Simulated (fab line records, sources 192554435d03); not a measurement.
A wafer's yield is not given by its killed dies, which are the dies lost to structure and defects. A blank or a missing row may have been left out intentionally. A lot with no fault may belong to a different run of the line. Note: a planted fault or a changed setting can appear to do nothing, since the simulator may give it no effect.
Split-lot experiment | flow n5Finfet | on a route of 1938 steps: 7 lots, 39 wafers read

ON THE SPLIT
At N5_DUMMY_GATE_ETCH_32 (etches SiO2 in CF4, target depth 3.5 nm, time 3.9 s), the setting timeS was moved away from the recipe's 3.9 s on 12 of the 39 wafers read, by -21.5% to +15.9%. For the rest of the wafers, this setting stayed at what the recipe calls for.

The reading is taken at the split's own step.

THE READING
etch.depthNm (the simulator's own value, which no gauge read), in nm, at N5_DUMMY_GATE_ETCH_32 (etches SiO2 in CF4, target depth 3.5 nm, time 3.9 s). There is no usual value for it anywhere in the file. The 27 wafers here that ran the recipe average 3.504 nm, standard deviation 0.077 nm.

wafer  | tool, chamber at the split | timeS as run, s | against the recipe | etch.depthNm, nm | against lot-mates on the recipe
L074.1 | rieSi-05, 0                | 4.375           | +12.2%             | 3.916            | +0.459
L074.2 | rieSi-05, 2                | 4.375           | +12.2%             | 3.721            | +0.264
L074.3 | rieSi-05, 1                | 3.9             | recipe             | 3.532            | -
L074.4 | rieSi-05, 3                | 4.375           | +12.2%             | 3.945            | +0.488
L074.5 | rieSi-05, 2                | 3.9             | recipe             | 3.348            | -
L074.6 | rieSi-05, 3                | 3.9             | recipe             | 3.49             | -
L078.1 | rieSi-05, 2                | 3.9             | recipe             | 3.292            | -
L078.2 | rieSi-05, 3                | 3.9             | recipe             | 3.476            | -
L078.3 | rieSi-05, 1                | 3.9             | recipe             | 3.525            | -
L078.4 | rieSi-05, 0                | 3.9             | recipe             | 3.523            | -
L078.5 | rieSi-05, 1                | 3.9             | recipe             | 3.492            | -
L078.6 | rieSi-05, 2                | 3.9             | recipe             | 3.324            | -
L079.1 | rieSi-02, 1                | 4.521           | +15.9%             | 4.133            | +0.566
L079.2 | rieSi-02, 3                | 4.521           | +15.9%             | 4.111            | +0.544
L079.3 | rieSi-02, 0                | 3.9             | recipe             | 3.585            | -
L079.4 | rieSi-02, 2                | 3.9             | recipe             | 3.554            | -
L079.5 | rieSi-02, 0                | 3.9             | recipe             | 3.562            | -
L079.6 | rieSi-02, 3                | 4.521           | +15.9%             | 4.088            | +0.521
L083.1 | rieSi-02, 3                | 3.9             | recipe             | 3.51             | -
L083.2 | rieSi-02, 2                | 3.06            | -21.5%             | 2.738            | -0.780
L083.3 | rieSi-02, 0                | 3.9             | recipe             | 3.565            | -
L083.4 | rieSi-02, 1                | 3.06            | -21.5%             | 2.744            | -0.774
L083.5 | rieSi-02, 1                | 3.9             | recipe             | 3.478            | -
L083.6 | rieSi-02, 2                | 3.06            | -21.5%             | 2.741            | -0.777
L087.1 | rieSi-06, 3                | 3.9             | recipe             | 3.574            | -
L087.2 | rieSi-06, 1                | 3.318           | -14.9%             | 2.884            | -0.677
L087.3 | rieSi-06, 0                | 3.318           | -14.9%             | 2.927            | -0.634
L087.4 | rieSi-06, 2                | 3.9             | recipe             | 3.546            | -
L087.5 | rieSi-06, 3                | 3.9             | recipe             | 3.563            | -
L087.6 | rieSi-06, 0                | 3.318           | -14.9%             | 2.936            | -0.625
L091.1 | rieSi-06, 0                | 3.9             | recipe             | 3.463            | -
L091.2 | rieSi-06, 3                | 3.9             | recipe             | 3.586            | -
L091.3 | rieSi-06, 2                | 3.9             | recipe             | 3.563            | -
L091.4 | rieSi-06, 1,0              | 3.9             | recipe             | 3.469            | -
L091.6 | rieSi-06, 1,0              | 3.9             | recipe             | 3.469            | -
L091.5 | rieSi-06, 3                | 3.9             | recipe             | 3.582            | -
L092.2 | rieSi-06, 1                | 3.9             | recipe             | 3.468            | -
L092.3 | rieSi-06, 0                | 3.9             | recipe             | 3.478            | -
L092.6 | rieSi-06, 3                | 3.9             | recipe             | 3.578            | -
Where a row lists several chambers, the file gives one row for several wafers and doesn't say which wafer went through which chamber.

THE FIT
A straight line over all 39 wafers: etch.depthNm changes by +0.036 nm for each +1% of timeS; r = +0.97; the points scatter about the line by 0.077 nm.
The same after taking each lot's own level away (the mean of its wafers on the recipe; 39 wafers): +0.0366 nm for each +1%; r = +0.98; scatter 0.067 nm.
On that fit, the largest move of timeS shifts the reading by 0.79 nm.
The lots' own levels span 3.4387 to 3.5670 nm, that is 1.7 times the standard deviation above.
Consequently the slope shifts little with the lot-to-lot level, the two slopes agreeing.
Check: with one of the wafers moved furthest among these (-21.5%) left out of the fit, the line predicts -0.805 nm for it against its lot-mates. It came out at -0.78 nm against them.

OTHER SPLITS ON THESE WAFERS
Note: prior to the reading, these wafers also went through further splits. Each is held against what the fit with the lots' levels taken away leaves over:
other split on the same wafers      | wafers away from the commonest value | r with etch.depthNm (lot level and that fit taken away)
N5_FIN_SAQP_EXPOSE_13 doseMj        | 12                                   | +0.10
N5_FIN_CUT_CUT_ETCH_26 targetDepthA | 12                                   | +0.03

THE FILE'S OWN FIT
etch.depthNm changes by +0.0367 nm for each +1% of timeS, r = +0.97.
